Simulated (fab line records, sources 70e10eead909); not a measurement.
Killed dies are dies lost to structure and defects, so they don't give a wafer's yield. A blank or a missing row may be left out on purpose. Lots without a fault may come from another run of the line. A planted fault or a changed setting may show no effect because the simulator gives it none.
fab line records | flow nand_harc
record lots=5 wafers=15 last_day=22
route steps=1159 shown A_CHANNEL_HOLE_D1@456 END@1159
lots that met no fault: from a run of the same line without faults
start_h: hours from the record's first day to the start of the lot's first wafer shown | wait_h: hours since the lot's step before | " the same as in the row above | L1.1+2: a row that stands for several wafers | - no value, or no start given | * or withheld: withheld | < > ~ a bound
route shown NAME@n: a module of which the file shows steps, and the number in the route of the first | usual: mean/standard deviation of fault-free wafers | same: alike in all rows | chamber/n: place in a boat | sites: the reading at each site | _std_site: their standard deviation | _edge_site: outer sites' mean less inner sites' | radius_mm: how far each site lies from the wafer's centre | mask NAME#n: copy n | behind: the tool/chamber that last shaped the wafer | hold: why the lot was held/for how many hours/how that ended | device: the transistor (n, p or np) that didn't switch | end of line: the same wafers' tests at the end of the route | a step without rows: its recipe alone | killed: dies lost to structure and defects at the first sort, not the wafer's yield | map: a wafer's dies, x killed, . not, _ none there
set.NAME: the setting as run; set.NAME@STEP: as run at that earlier step | model.NAME: the simulator's own value behind a step, which no gauge read
lots at some steps of the route; a table a step, a row a wafer
services: from which hour (start_h, from the record's first day; less than 0 if before it) a tool's chamber was out of use, for how many hours, and why
## steps
# step NHARC_A_CHANNEL_HOLE_D1_COAT_04
# recipe spin_rpm=1500 resist_thk_nm=90
# step NHARC_A_CHANNEL_HOLE_D1_SOFTBAKE_05
# recipe temp_c=105 time_s=55
# step NHARC_A_CHANNEL_HOLE_D1_EBR_06
# step NHARC_A_CHANNEL_HOLE_D1_EXPOSE_07
# recipe na=1.35 target_cd_nm=100 sigma_outer=0.3 dose_mj=59.65 mask_id=HOLE_D1
# step NHARC_A_CHANNEL_HOLE_D1_PEB_08
# recipe peb_temp_c=100 peb_time_s=65
# step NHARC_A_CHANNEL_HOLE_D1_DEVELOP_09
# recipe develop_time_s=35 dev_temp_c=23
# step NHARC_A_CHANNEL_HOLE_D1_CD_MEAS_10
# recipe target_cd_nm=100 landing_energy_ev=500
# usual cd_nm=100.2/0.47
# columns lot.wafer tool chamber start_h wait_h cd_nm
L478.2 cd_sem-03 0 173.15 - 99.7
L478.3 " 0 " " 100.1
L478.6 " 0 " " 100.2
L481.1 cd_sem-01 0 187.46 - 100.4
L481.2 " 0 " " 100.6
L481.5 " 0 " " 100.6
L479.1 cd_sem-02 0 193.34 - 100.2
L479.3 " 0 " " 100.1
L479.5 " 0 " " 100.0
L491.2 cd_sem-03 0 252.45 - 100.4
L491.3 " 0 " " 100.6
L491.6 " 0 " " 100.8
L492.1 cd_sem-01 0 259.04 - 100.6
L492.2 " 0 " " 100.6
L492.6 " 0 " " 100.1
# step NHARC_A_CHANNEL_HOLE_D1_OVL_MEAS_11
# usual overlay_x_nm=-0.1/0.82 overlay_y_nm=0.0/1
# columns lot.wafer tool chamber start_h wait_h overlay_x_nm overlay_y_nm
L478.2 overlay-01 - 173.23 - -0.2 2.9
L478.3 " - " " -0.3 2.9
L478.6 " - " " 0.2 2.9
L481.1 overlay-01 - 187.56 - 0.2 0.2
L481.2 " - " " 0.0 0.0
L481.5 " - " " -1.3 0.1
L479.1 overlay-01 - 193.43 - -0.6 0.6
L479.3 " - " " -0.8 -0.3
L479.5 " - " " -0.8 0.3
L491.2 overlay-01 - 252.53 - -0.8 -0.8
L491.3 " - " " -1.0 -0.1
L491.6 " - " " -0.8 -0.6
L492.1 overlay-01 - 259.13 - 0.2 0.6
L492.2 " - " " -0.2 0.4
L492.6 " - " " 0.1 1.4
# step NHARC_A_CHANNEL_HOLE_D1_INSPECT_12
# usual raw_defect_count=5.3/2.7
# columns lot.wafer tool chamber start_h wait_h raw_defect_count
L478.2 defect_inspect-02 - 173.27 0.0 4
L478.3 " - " " 4
L478.6 " - " " 3
L481.1 defect_inspect-02 - 187.59 0.0 7
L481.2 " - " " 5
L481.5 " - " " 2
L479.1 defect_inspect-01 - 193.47 0.0 3
L479.3 " - " " 5
L479.5 " - " " 5
L491.2 defect_inspect-01 - 252.57 0.0 9
L491.3 " - " " 8
L491.6 " - " " 3
L492.1 defect_inspect-01 - 259.16 0.0 12
L492.2 " - " " 12
L492.6 " - " " 4
# step NHARC_A_CHANNEL_HOLE_D1_DESCUM_15
# recipe time_s=3 o2_flow_sccm=200 ar_flow_sccm=0 bias_power_w=0 chemistry=O2
# usual drypump_motor_current_A=5.91/0.29 oes_product_au=1.001/0.0076 rf_vpp_V=57.8/0.96 showerhead_plenum_p_Torr=1.93/0.08 throttle_valve_pct=11.311/0.0093
# columns lot.wafer tool chamber start_h wait_h drypump_motor_current_A oes_product_au rf_hours_counter_h rf_vpp_V showerhead_plenum_p_Torr throttle_valve_pct
L478.3 rie_diel-10 1 173.33 0.1 5.23 1.005 14 56.7 1.95 11.310
L478.2 " 3 " " 5.93 0.995 12 54.9 1.79 11.309
L478.6 " 2 " " 5.99 1.003 - 57.0 1.84 11.318
L481.2 rie_diel-11 1 187.66 0.1 6.26 0.999 11 57.1 1.84 11.310
L481.1 " 2 " " 5.88 0.998 10 57.4 2.02 11.316
L481.5 " 2 " " 5.91 1.004 - 57.5 2.02 11.304
L479.1 rie_diel-10 1 193.55 0.1 5.19 0.989 1 58.2 1.95 11.315
L479.3 " 2 " " 5.98 1.005 1 56.5 1.83 11.291
L479.5 " 0 " " 5.81 1.006 - 56.6 2.01 11.320
L491.3 rie_diel-03 1 252.64 0.1 6.13 1.001 1 57.0 1.96 11.316
L491.2 " 2 " " 6.05 0.997 1 57.6 1.96 11.316
L491.6 " 0 " " 5.69 0.989 - 58.0 1.90 11.296
L492.1 rie_diel-11 0 259.23 0.1 6.07 0.993 6 57.1 1.89 11.313
L492.2 " 1 " " 6.26 0.998 6 58.4 1.83 11.314
L492.6 " 0 " " 6.08 0.999 - 58.0 1.89 11.297
# step NHARC_A_CHANNEL_HOLE_D1_ETCH_38
# recipe target_depth_a=390 over_etch_frac=0.3 time_s=65 ion_energy_ev=80 cf4_flow_sccm=150 ar_flow_sccm=0 rf_w=300 bias_w=100 chemistry=CF4
# usual cf4_flow_sccm=149.9/0.44 drypump_motor_current_A=5.92/0.28 oes_product_au=1.001/0.009 rf_fwd_power_W=297.8/1 rf_vpp_V=151.3/1.1 run_length_s=86.1/0.47 showerhead_plenum_p_Torr=1.78/0.071 throttle_valve_pct=13.283/0.0088
# columns lot.wafer tool chamber start_h wait_h cf4_flow_sccm drypump_motor_current_A oes_product_au rf_fwd_power_W rf_hours_counter_h rf_vpp_V run_length_s showerhead_plenum_p_Torr throttle_valve_pct
L478.3 rie_diel-10 3 173.42 0.1 149.7 5.92 0.993 298.9 12 149.8 85.8 1.66 13.276
L478.2 " 1 " " 149.7 5.15 1.013 298.8 14 152.1 85.5 1.80 13.284
L478.6 " 2 " " 149.7 5.99 1.004 298.4 - 149.4 86.2 1.70 13.295
L481.1 rie_diel-11 3 187.76 0.1 149.7 6.07 1.004 296.9 11 151.8 86.4 1.83 13.287
L481.2 " 2 " " 149.3 5.88 0.999 297.5 10 152.3 86.5 1.86 13.288
L481.5 " 2 " " 150.2 5.91 1.006 298.6 - 151.6 86.3 1.86 13.274
L479.1 rie_diel-10 2 193.62 0.1 148.4 5.97 0.993 295.8 1 150.7 86.0 1.70 13.298
L479.3 " 1 " " 150.4 5.22 0.988 295.4 1 151.3 85.8 1.80 13.264
L479.5 " 2 " " 149.9 5.96 0.993 296.9 - 148.6 86.5 1.70 13.272
L491.3 rie_diel-03 1 252.71 0.1 149.9 6.17 0.991 297.6 1 152.6 86.5 1.80 13.275
L491.2 " 3 " " 150.4 6.05 0.990 298.2 2 152.6 85.2 1.89 13.280
L491.6 " 1 " " 149.3 6.14 0.999 297.2 - 151.0 87.1 1.80 13.275
L492.2 rie_diel-11 0 259.34 0.1 149.1 6.05 0.995 297.9 6 149.8 85.8 1.75 13.280
L492.1 " 1 " " 149.7 6.21 0.987 297.7 6 150.2 86.5 1.70 13.268
L492.6 " 3 " " 149.7 6.08 0.987 295.5 - 152.6 86.3 1.83 13.284
# step NHARC_A_CHANNEL_HOLE_D1_ETCH_39
# recipe target_depth_a=2600 over_etch_frac=0.3 time_s=325 ion_energy_ev=200 n2_flow_sccm=150 h2_flow_sccm=150 ar_flow_sccm=0 rf_w=400 bias_w=150 chemistry=N2/H2
# usual drypump_motor_current_A=5.92/0.28 oes_product_au=1.001/0.0089 rf_fwd_power_W=399.4/1.3 rf_vpp_V=430.9/2.4 run_length_s=346.1/0.45 showerhead_plenum_p_Torr=2.05/0.088 throttle_valve_pct=14.171/0.0084
# columns lot.wafer tool chamber start_h wait_h drypump_motor_current_A oes_product_au rf_fwd_power_W rf_hours_counter_h rf_vpp_V run_length_s showerhead_plenum_p_Torr throttle_valve_pct
L478.2 rie_diel-10 3 - - 5.94 1.001 400.6 12 426.3 345.9 1.90 14.171
L478.3 " 0 " " 5.80 1.015 398.2 13 432.6 346.7 2.14 14.170
L478.6 " 3 " " 5.95 1.016 400.4 - 426.5 345.5 1.90 14.176
L481.2 rie_diel-11 1 - - 6.25 1.003 397.4 11 429.8 346.4 1.96 14.172
L481.1 " 2 " " 5.94 1.009 399.3 10 433.8 346.5 2.16 14.173
L481.5 " 2 " " 5.92 1.007 399.2 - 433.3 346.3 2.16 14.175
L479.3 rie_diel-10 0 - - 5.79 1.017 400.0 1 433.2 346.2 2.14 14.172
L479.1 " 2 " " 5.99 1.019 400.7 1 429.1 346.9 1.95 14.170
L479.5 " 1 " " 5.18 1.019 398.2 - 429.4 346.1 2.08 14.185
L491.3 rie_diel-03 1 - - 6.15 0.992 402.3 2 431.1 346.8 2.09 14.190
L491.2 " 2 " " 6.02 0.993 398.4 2 430.4 345.8 2.09 14.171
L491.6 " 1 " " 6.14 0.994 400.8 - 432.2 346.5 2.09 14.179
L492.1 rie_diel-11 3 - - 6.08 1.005 400.1 3 431.8 346.3 2.11 14.171
L492.2 " 0 " " 6.09 1.002 401.5 6 429.6 346.2 2.02 14.165
L492.6 " 3 " " 6.05 0.996 399.4 - 432.1 346.5 2.11 14.165
# step NHARC_A_CHANNEL_HOLE_D1_ETCH_34
# recipe target_depth_a=1540 time_s=77 cf4_flow_sccm=100 chf3_flow_sccm=30 ar_flow_sccm=0 rf_w=500 bias_w=200 chemistry=CF4/CHF3
# usual cf4_flow_sccm=99.95/0.29 drypump_motor_current_A=5.92/0.27 oes_product_au=0.950/0.023 rf_fwd_power_W=496.6/1.7 rf_vpp_V=370.8/2.2 run_length_s=98.1/0.46 showerhead_plenum_p_Torr=1.58/0.063 throttle_valve_pct=16.803/0.0098
# columns lot.wafer tool chamber start_h wait_h cf4_flow_sccm drypump_motor_current_A oes_product_au rf_fwd_power_W rf_hours_counter_h rf_vpp_V run_length_s showerhead_plenum_p_Torr throttle_valve_pct
L478.3 rie_diel-10 3 173.77 - 99.49 5.94 0.969 498.2 12 367.7 97.8 1.48 16.801
L478.2 " 0 " " 100.16 5.81 0.993 496.5 13 373.0 98.4 1.65 16.810
L478.6 " 2 " " 100.21 5.97 0.963 495.8 - 368.5 98.0 1.51 16.818
L481.1 rie_diel-11 3 188.16 - 99.84 6.06 0.920 496.1 11 371.4 98.5 1.63 16.794
L481.2 " 2 " " 99.73 5.91 0.928 496.8 10 373.8 98.1 1.66 16.808
L481.5 " 3 " " 99.70 6.06 0.905 495.4 - 371.5 98.3 1.63 16.797
L479.1 rie_diel-10 0 193.96 - 100.06 5.79 0.966 - 1 373.2 91.7 1.65 16.793
L479.3 " 3 " " 100.19 5.95 0.964 498.3 1 367.3 97.5 1.48 16.785
L479.5 " 1 " " 99.45 5.18 0.977 497.6 - 372.1 97.7 1.60 16.800
L491.2 rie_diel-03 0 253.06 - 100.30 5.70 0.936 493.3 0 369.9 97.7 1.57 16.800
L491.3 " 1 " " 100.14 6.14 0.949 500.2 2 372.0 98.6 1.61 16.800
L491.6 " 1 " " 100.00 6.15 0.950 498.1 - 371.0 98.5 1.61 16.795
L492.1 rie_diel-11 3 259.73 - 100.26 6.05 0.945 493.0 4 372.7 98.2 1.63 16.809
L492.2 " 1 " " 99.93 6.23 0.955 496.8 6 370.0 98.5 1.51 16.799
L492.6 " 3 " " 100.23 6.02 0.953 494.9 - 371.2 98.2 1.63 16.799
# step NHARC_A_CHANNEL_HOLE_D1_ETCH_16
# recipe target_depth_a=31000 over_etch_frac=0.3 time_s=806 ion_energy_ev=150 o2_flow_sccm=400 cos_flow_sccm=20 ar_flow_sccm=0 rf_w=500 bias_w=300 chemistry=O2/COS
# usual drypump_motor_current_A=5.92/0.29 oes_product_au=1.000/0.0086 rf_fwd_power_W=500.0/1.5 rf_vpp_V=314.4/2.1 run_length_s=827.1/0.47 showerhead_plenum_p_Torr=3.14/0.12 throttle_valve_pct=28.330/0.0084
# columns lot.wafer tool chamber start_h wait_h drypump_motor_current_A oes_product_au rf_fwd_power_W rf_hours_counter_h rf_vpp_V run_length_s showerhead_plenum_p_Torr throttle_valve_pct
L478.3 rie_diel-10 2 - - 5.98 1.014 500.5 11 312.5 827.0 3.00 28.335
L478.2 " 0 " " 5.80 1.010 500.8 13 315.9 827.6 3.27 28.327
L478.6 " 1 " " 5.19 1.003 497.8 - 312.6 827.0 3.17 28.330
L481.1 rie_diel-11 3 - - 6.09 0.992 499.7 11 315.3 827.4 3.23 28.324
L481.2 " 1 " " 6.26 1.004 498.7 11 312.0 827.5 3.00 28.321
L481.5 " 2 " " 5.91 0.993 498.4 - 316.9 827.4 3.28 28.324
L479.1 rie_diel-10 1 - - 5.19 1.000 502.1 1 314.9 826.4 3.17 28.330
L479.3 " 3 " " 5.96 1.004 499.3 1 311.9 826.8 2.93 28.345
L479.5 " 1 " " 5.18 0.995 501.5 - 313.5 826.4 3.17 28.332
L491.3 rie_diel-03 3 - - 6.07 0.989 501.0 2 318.3 826.2 3.34 28.333
L491.2 " 0 " " 5.69 0.997 501.9 1 312.3 826.9 3.11 28.311
L491.6 " 1 " " 6.15 1.004 500.1 - 315.7 827.4 3.19 28.345
L492.1 rie_diel-11 3 - - 6.09 0.996 501.6 4 315.5 827.2 3.23 28.323
L492.2 " 1 " " 6.26 1.003 500.1 7 312.2 827.4 3.00 28.339
L492.6 " 0 " " 6.09 0.995 498.8 - 314.4 826.8 3.09 28.335
# step NHARC_END_SORT_01
# recipe temp_c=25
# usual killed_at_array=27/11 killed_at_other=0.7/0.93 killed_at_periphery=2.9/1.9 killed_dies=30/11 killed_open=3.1/1.7 killed_short=1.9/1.3
# same gross_dies=677
# columns lot.wafer tool chamber start_h wait_h killed_at_array killed_at_other killed_at_periphery killed_dies killed_open killed_short
L479.1 prober-01 0 444.39 2.5 74 0 5 79 3 0
# killed by level:class
L479.1 A_CHANNEL_HOLE_D1:area_etch=43 A_CHANNEL_HOLE_D1:chamber_film_flake=15 A_SLIT:chamber_film_flake=8 A_STAIRCASE:chamber_film_flake=7 P_STI:chamber_film_flake=3 P_CONTACT:geometric_particle:open=1 P_M0:geometric_particle:open=1 A_CONTACT:geometric_particle:open=1
# map L479.1 (x killed, . not)
____________.____________
_________xxx...._________
_______.x.xx......_______
______xx...x.......______
_____........x......_____
____.................____
____.....x..x........____
___...................___
___......x..........x.___
__...................xx__
__..........x..........__
_x......................_
_......................._
_....x.................._
_......................._
_.x...x................x_
...xx.................x..
xxxx..................xxx
.x.x........x.........x..
xxx.xx.................x.
x..................x...x.
_...x..........x........_
_.x..................x.._
_x...x.................._
_......................._
_x....................x._
__..x....x.x..........x__
__x.................xxx__
___......x............___
___.......x...........___
____...............xx____
____......x..........____
_____xxx........x.xx_____
______x...........x______
_______....xxx...x_______
_________......x_________
____________.____________
# map L478.3 (x killed, . not)
____________x____________
_________......._________
_______..........._______
______.............______
_____....x.x......x._____
____................x____
____.................____
___.x.................___
___...................___
__.....................__
__.....................__
_......................._
_.x......x.............._
_.x.......x............._
_.........x............._
_......................._
.........................
........................x
.........x...............
..x.......x..............
.................xx......
_.........x............._
_.......x..............._
_......................._
_......................._
_......................._
__.....................__
__......x..............__
___...................___
___...................___
____.................____
____.................____
_____.x............._____
______.............______
_______.x........._______
_________......._________
____________.____________
## services
# columns tool chamber start_h hours kind
rie_diel-10 2 151.03 6.8 repair
rie_diel-10 0 155.56 - clean
rie_diel-10 1 155.56 - clean
rie_diel-10 3 155.56 - clean
rie_diel-11 0 168.61 - clean
rie_diel-11 1 168.61 - clean
rie_diel-11 2 168.61 - clean
rie_diel-11 3 168.61 - clean
rie_diel-10 - 176.56 9.0 pm
rie_diel-10 0 176.56 9.0 vent_cycle
rie_diel-10 1 176.56 9.0 vent_cycle
rie_diel-10 2 176.56 9.0 vent_cycle
rie_diel-10 3 176.56 9.0 vent_cycle
rie_diel-11 2 177.64 3.7 repair
rie_diel-11 0 180.25 10.0 repair
rie_diel-11 - 180.76 0.7 repair
rie_diel-11 - 189.59 9.0 pm
rie_diel-10 2 194.80 4.7 repair
rie_diel-11 3 199.41 2.0 repair
rie_diel-03 - 215.30 9.0 pm
rie_diel-11 - 226.43 1.0 repair
rie_diel-11 3 228.86 19.9 repair
rie_diel-03 0 230.80 11.2 repair
rie_diel-11 2 244.38 20.7 repair
## key
first_sign step=NHARC_A_CHANNEL_HOLE_D1_ETCH_34 reading=run_length_s direction=down sigmas=14 usual=* struck=*
effect step=NHARC_END_SORT_01 reading=killed_dies direction=up sigmas=4.4 usual=30 struck=79
more_kills_born_at NHARC_A_CHANNEL_HOLE_D1_ETCH_34@rie_diel-10=43
met_at NHARC_A_CHANNEL_HOLE_D1_ETCH_34
struck_wafers L479.1
tester_left_out L479
onset_between 173.77 193.96
fault kind=process_parameter_drift tool=rie_diel-10 chamber=0 onset_h=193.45 steps=NHARC_A_CHANNEL_HOLE_D1_ETCH_34 channel=time_s offset=* shape=step end_h=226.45 acts_in=* stated=*
# tester_left_out: of these lots the tester's yield and bins aren't shown, on N5 and GAA mostly nor the transistor test; their killed dies are dies lost to structure and defects alone, not to doping, threshold or leakage, so they don't give the yield
